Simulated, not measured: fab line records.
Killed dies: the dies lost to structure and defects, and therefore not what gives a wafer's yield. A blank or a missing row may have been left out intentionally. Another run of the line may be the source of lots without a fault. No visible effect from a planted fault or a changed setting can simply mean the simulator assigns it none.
Which tool was responsible? / flow n5 finfet / Sampling: 24 lots, 72 wafers, 3 of 1938 route steps

WHAT THE GAUGES READ, wafer by wafer
N5_DUMMY_GATE_CD_MEAS_15 targets a cd of 25.8 nm. Usual: cd nm at 24.96 nm, with a standard deviation of 0.23.
lot=L074; measured=day 2 21:57; on=cd sem-01; cd nm (nm)=24.68 24.81 24.94; flag=
lot=L075; measured=day 3 02:47; on=cd sem-03; cd nm (nm)=24.68 24.84 25.35; flag=
lot=L076; measured=day 3 10:12; on=cd sem-03; cd nm (nm)=24.29 24.51 24.59; flag=
lot=L077; measured=day 3 15:17; on=cd sem-03; cd nm (nm)=24.51 25.05 24.69; flag=
lot=L078; measured=day 3 21:24; on=cd sem-01; cd nm (nm)=25.01 24.90 25.29; flag=
lot=L079; measured=day 4 04:52; on=cd sem-03; cd nm (nm)=24.59 24.73 24.73; flag=
lot=L080; measured=day 4 09:45; on=cd sem-03; cd nm (nm)=24.85 24.98 24.99; flag=
lot=L081; measured=day 4 16:19; on=cd sem-03; cd nm (nm)=25.06 24.90 25.49; flag=
lot=L082; measured=day 4 21:18; on=cd sem-01; cd nm (nm)=24.70 24.98 24.81; flag=
lot=L083; measured=day 5 03:10; on=cd sem-02; cd nm (nm)=25.06 24.73 24.85; flag=
lot=L084; measured=day 5 13:35; on=cd sem-03; cd nm (nm)=25.23 24.81 24.76; flag=
lot=L085; measured=day 5 17:19; on=cd sem-03; cd nm (nm)=25.53 24.83 24.94; flag=
lot=L086; measured=day 6 01:56; on=cd sem-01; cd nm (nm)=24.99 25.01 25.05; flag=
lot=L087; measured=day 6 08:29; on=cd sem-03; cd nm (nm)=24.94 25.12 25.27; flag=
lot=L088; measured=day 6 09:52; on=cd sem-03; cd nm (nm)=25.15 25.44 24.84; flag=
lot=L089; measured=day 6 16:55; on=cd sem-02; cd nm (nm)=25.21 25.14 24.79; flag=
lot=L090; measured=day 6 22:05; on=cd sem-03; cd nm (nm)=24.65 24.92 24.48; flag=
lot=L091; measured=day 7 02:51; on=cd sem-01; cd nm (nm)=24.93 25.00 25.33; flag=
lot=L092; measured=day 7 08:40; on=cd sem-03; cd nm (nm)=24.49 25.05 25.04; flag=
lot=L093; measured=day 7 17:00; on=cd sem-03; cd nm (nm)=25.07 24.90 25.27; flag=
lot=L094; measured=day 7 20:41; on=cd sem-03; cd nm (nm)=25.24 25.12 24.97; flag=
lot=L095; measured=day 8 03:07; on=cd sem-01; cd nm (nm)=24.71 24.61 24.94; flag=
lot=L096; measured=day 8 08:51; on=cd sem-02; cd nm (nm)=24.82 24.96 24.73; flag=
lot=L097; measured=day 8 15:53; on=cd sem-02; cd nm (nm)=25.15 25.12 25.19; flag=

N5_SD_EPI_N_EPI_MEAS_23. Usual: thk nm at 58.9 nm, with a standard deviation of 1.2.
lot=L074; measured=day 3 03:44; on=film metro-02; thk nm (nm)=59.3 59.7 59.2; flag=
lot=L075; measured=day 3 08:56; on=film metro-02; thk nm (nm)=61.3 58.8 59.7; flag=
lot=L076; measured=day 3 16:20; on=film metro-02; thk nm (nm)=56.9 57.5 58.4; flag=
lot=L077; measured=day 3 22:44; on=film metro-02; thk nm (nm)=60.5 59.0 60.9; flag=
lot=L078; measured=day 4 03:58; on=film metro-01; thk nm (nm)=59.0 59.0 59.6; flag=
lot=L079; measured=day 4 10:41; on=film metro-01; thk nm (nm)=58.0 57.3 57.1; flag=
lot=L080; measured=day 4 15:49; on=film metro-01; thk nm (nm)=59.0 59.0 58.8; flag=
lot=L081; measured=day 4 22:05; on=film metro-01; thk nm (nm)=56.9 58.8 58.6; flag=
lot=L082; measured=day 5 02:56; on=film metro-01; thk nm (nm)=61.3 59.8 60.1; flag=
lot=L083; measured=day 5 10:05; on=film metro-01; thk nm (nm)=58.1 60.4 58.3; flag=
lot=L084; measured=day 5 19:23; on=film metro-01; thk nm (nm)=59.7 58.8 60.9; flag=
lot=L085; measured=day 5 23:14; on=film metro-01; thk nm (nm)=59.3 58.4 58.5; flag=
lot=L086; measured=day 6 07:55; on=film metro-02; thk nm (nm)=59.8 61.1 57.2; flag=
lot=L087; measured=day 6 14:32; on=film metro-01; thk nm (nm)=58.8 58.7 58.9; flag=
lot=L088; measured=day 6 15:52; on=film metro-02; thk nm (nm)=56.5 57.6 59.6; flag=
lot=L089; measured=day 6 23:09; on=film metro-01; thk nm (nm)=60.1 57.6 61.3; flag=
lot=L090; measured=day 7 03:47; on=film metro-01; thk nm (nm)=61.0 57.4 58.2; flag=
lot=L091; measured=day 7 09:31; on=film metro-01; thk nm (nm)=58.5 59.3 58.7; flag=
lot=L092; measured=day 7 15:11; on=film metro-01; thk nm (nm)=61.2 60.2 57.6; flag=
lot=L093; measured=day 7 22:54; on=film metro-01; thk nm (nm)=58.8 60.6 58.1; flag=
lot=L094; measured=day 8 02:24; on=film metro-02; thk nm (nm)=60.2 60.2 58.2; flag=
lot=L095; measured=day 8 09:52; on=film metro-01; thk nm (nm)=57.1 60.6 57.5; flag=
lot=L096; measured=day 8 15:25; on=film metro-02; thk nm (nm)=57.1 57.6 58.8; flag=
lot=L097; measured=day 8 23:02; on=film metro-02; thk nm (nm)=58.1 59.1 58.3; flag=

WHAT TOOL EACH LOT RAN ON (gives the tool, then ch and the chambers of the sampled wafers, and finally the start)
lot=L074; N5_SD_EPI_N_ETCHBACK_44=rie diel-06 ch 0,2,3, day 3 00:45
lot=L075; N5_SD_EPI_N_ETCHBACK_44=rie diel-02 ch 0,1,3, day 3 05:56
lot=L076; N5_SD_EPI_N_ETCHBACK_44=rie diel-03 ch 0,3, day 3 13:21
lot=L077; N5_SD_EPI_N_ETCHBACK_44=rie diel-06 ch 0,1,2, day 3 19:01
lot=L078; N5_SD_EPI_N_ETCHBACK_44=rie diel-02 ch 0,1,3, day 4 00:14
lot=L079; N5_SD_EPI_N_ETCHBACK_44=rie diel-06 ch 0,2,3, day 4 07:41
lot=L080; N5_SD_EPI_N_ETCHBACK_44=rie diel-02 ch 1,2, day 4 12:49
lot=L081; N5_SD_EPI_N_ETCHBACK_44=rie diel-02 ch 1,2,3, day 4 19:07
lot=L082; N5_SD_EPI_N_ETCHBACK_44=rie diel-06 ch 0,1,3, day 4 23:58
lot=L083; N5_SD_EPI_N_ETCHBACK_44=rie diel-03 ch 0,1,3, day 5 07:05
lot=L084; N5_SD_EPI_N_ETCHBACK_44=rie diel-02 ch 0,2,3, day 5 16:25
lot=L085; N5_SD_EPI_N_ETCHBACK_44=rie diel-02 ch 0,1,2, day 5 20:15
lot=L086; N5_SD_EPI_N_ETCHBACK_44=rie diel-02 ch 0,1, day 6 04:55
lot=L087; N5_SD_EPI_N_ETCHBACK_44=rie diel-02 ch 0,1,3, day 6 11:34
lot=L088; N5_SD_EPI_N_ETCHBACK_44=rie diel-02 ch 0,2,3, day 6 12:53
lot=L089; N5_SD_EPI_N_ETCHBACK_44=rie diel-06 ch 0,1, day 6 20:11
lot=L090; N5_SD_EPI_N_ETCHBACK_44=rie diel-06 ch 0,1,3, day 7 00:47
lot=L091; N5_SD_EPI_N_ETCHBACK_44=rie diel-06 ch 0,1,2, day 7 06:31
lot=L092; N5_SD_EPI_N_ETCHBACK_44=rie diel-03 ch 0,2,3, day 7 11:27
lot=L093; N5_SD_EPI_N_ETCHBACK_44=rie diel-03 ch 1,2, day 7 19:55
lot=L094; N5_SD_EPI_N_ETCHBACK_44=rie diel-02 ch 0,1,3, day 7 23:26
lot=L095; N5_SD_EPI_N_ETCHBACK_44=rie diel-03 ch 1,2, day 8 06:08
lot=L096; N5_SD_EPI_N_ETCHBACK_44=rie diel-03 ch 1,2, day 8 11:41
lot=L097; N5_SD_EPI_N_ETCHBACK_44=rie diel-06 ch 0,1, day 8 19:20
- N5_SD_EPI_N_ETCHBACK_44: etches SiNx in CH3F/O2, stops on SiO2, target depth 14.5 nm.

AS READ BY THE TOOLS THEMSELVES (means over the sampled wafers that have a number; for cases with no such wafer, the mark the record gives instead)
N5_SD_EPI_N_ETCHBACK_44. Usual: drypump motor current A 5.66 A, standard deviation 0.3; oes product au 0.64 a.u., standard deviation 0.036; rf vpp V 297 V, standard deviation 5.4; showerhead plenum p Torr 2.00 Torr, standard deviation 0.063; throttle valve pct 16.42 %, standard deviation 0.21.
lot=L074; tool=rie diel-06; drypump motor current A (A)=5.78; oes product au (a.u.)=0.65; rf vpp V (V)=292; showerhead plenum p Torr (Torr)=1.97; throttle valve pct (%)=16.34; flag=
lot=L075; tool=rie diel-02; drypump motor current A (A)=5.67; oes product au (a.u.)=0.64; rf vpp V (V)=298; showerhead plenum p Torr (Torr)=2.02; throttle valve pct (%)=16.49; flag=
lot=L076; tool=rie diel-03; drypump motor current A (A)=5.66; oes product au (a.u.)=0.73; rf vpp V (V)=297; showerhead plenum p Torr (Torr)=1.99; throttle valve pct (%)=16.21; flag=
lot=L077; tool=rie diel-06; drypump motor current A (A)=5.83; oes product au (a.u.)=0.64; rf vpp V (V)=299; showerhead plenum p Torr (Torr)=2.00; throttle valve pct (%)=16.55; flag=
lot=L078; tool=rie diel-02; drypump motor current A (A)=5.69; oes product au (a.u.)=0.64; rf vpp V (V)=298; showerhead plenum p Torr (Torr)=2.02; throttle valve pct (%)=16.50; flag=
lot=L079; tool=rie diel-06; drypump motor current A (A)=5.78; oes product au (a.u.)=0.64; rf vpp V (V)=293; showerhead plenum p Torr (Torr)=1.97; throttle valve pct (%)=16.37; flag=
lot=L080; tool=rie diel-02; drypump motor current A (A)=5.55; oes product au (a.u.)=0.63; rf vpp V (V)=301; showerhead plenum p Torr (Torr)=2.02; throttle valve pct (%)=16.37; flag=
lot=L081; tool=rie diel-02; drypump motor current A (A)=5.59; oes product au (a.u.)=0.64; rf vpp V (V)=298; showerhead plenum p Torr (Torr)=2.02; throttle valve pct (%)=16.52; flag=
lot=L082; tool=rie diel-06; drypump motor current A (A)=5.50; oes product au (a.u.)=0.65; rf vpp V (V)=299; showerhead plenum p Torr (Torr)=2.00; throttle valve pct (%)=16.38; flag=
lot=L083; tool=rie diel-03; drypump motor current A (A)=5.58; oes product au (a.u.)=0.69; rf vpp V (V)=294; showerhead plenum p Torr (Torr)=2.03; throttle valve pct (%)=16.22; flag=
lot=L084; tool=rie diel-02; drypump motor current A (A)=5.53; oes product au (a.u.)=0.63; rf vpp V (V)=297; showerhead plenum p Torr (Torr)=1.99; throttle valve pct (%)=16.45; flag=
lot=L085; tool=rie diel-02; drypump motor current A (A)=5.62; oes product au (a.u.)=0.62; rf vpp V (V)=299; showerhead plenum p Torr (Torr)=2.01; throttle valve pct (%)=16.37; flag=
lot=L086; tool=rie diel-02; drypump motor current A (A)=5.68; oes product au (a.u.)=0.62; rf vpp V (V)=300; showerhead plenum p Torr (Torr)=2.01; throttle valve pct (%)=16.39; flag=
lot=L087; tool=rie diel-02; drypump motor current A (A)=5.68; oes product au (a.u.)=0.63; rf vpp V (V)=298; showerhead plenum p Torr (Torr)=2.01; throttle valve pct (%)=16.55; flag=
lot=L088; tool=rie diel-02; drypump motor current A (A)=5.52; oes product au (a.u.)=0.62; rf vpp V (V)=297; showerhead plenum p Torr (Torr)=1.98; throttle valve pct (%)=16.48; flag=
lot=L089; tool=rie diel-06; drypump motor current A (A)=5.68; oes product au (a.u.)=0.64; rf vpp V (V)=300; showerhead plenum p Torr (Torr)=2.05; throttle valve pct (%)=16.52; flag=
lot=L090; tool=rie diel-06; drypump motor current A (A)=5.48; oes product au (a.u.)=0.63; rf vpp V (V)=299; showerhead plenum p Torr (Torr)=1.99; throttle valve pct (%)=16.41; flag=
lot=L091; tool=rie diel-06; drypump motor current A (A)=5.84; oes product au (a.u.)=0.62; rf vpp V (V)=298; showerhead plenum p Torr (Torr)=1.99; throttle valve pct (%)=16.62; flag=
lot=L092; tool=rie diel-03; drypump motor current A (A)=5.86; oes product au (a.u.)=0.67; rf vpp V (V)=296; showerhead plenum p Torr (Torr)=2.00; throttle valve pct (%)=16.23; flag=
lot=L093; tool=rie diel-03; drypump motor current A (A)=5.56; oes product au (a.u.)=0.61; rf vpp V (V)=288; showerhead plenum p Torr (Torr)=2.03; throttle valve pct (%)=16.29; flag=
lot=L094; tool=rie diel-02; drypump motor current A (A)=5.67; oes product au (a.u.)=0.62; rf vpp V (V)=298; showerhead plenum p Torr (Torr)=2.01; throttle valve pct (%)=16.58; flag=
lot=L095; tool=rie diel-03; drypump motor current A (A)=5.58; oes product au (a.u.)=0.61; rf vpp V (V)=289; showerhead plenum p Torr (Torr)=2.03; throttle valve pct (%)=16.32; flag=
lot=L096; tool=rie diel-03; drypump motor current A (A)=5.85; oes product au (a.u.)=0.61; rf vpp V (V)=291; showerhead plenum p Torr (Torr)=2.01; throttle valve pct (%)=16.29; flag=
lot=L097; tool=rie diel-06; drypump motor current A (A)=5.54; oes product au (a.u.)=0.63; rf vpp V (V)=304; showerhead plenum p Torr (Torr)=2.02; throttle valve pct (%)=16.64; flag=

THE ANSWER, worked out from the rows above alone
Rule: take the mean of a lot's wafers that have a number; if it is more than 3 standard deviations from the usual mean, the lot is off. A lot without any number at a reading at which 4 lots or more have one is off too. Where the step has rows for the other lots, those lots are counted as sound. The gauges are gone through in route order, then the tools' own readings, and for those a lot's mean is taken as printed above. The first step at which some lot is off is used, and at that step the reading that is off furthest; a lot without a number counts as furthest.
Across all readings shown, no lot is off: no conclusion can be drawn from this.

WHAT THE SIMULATOR PUT IN
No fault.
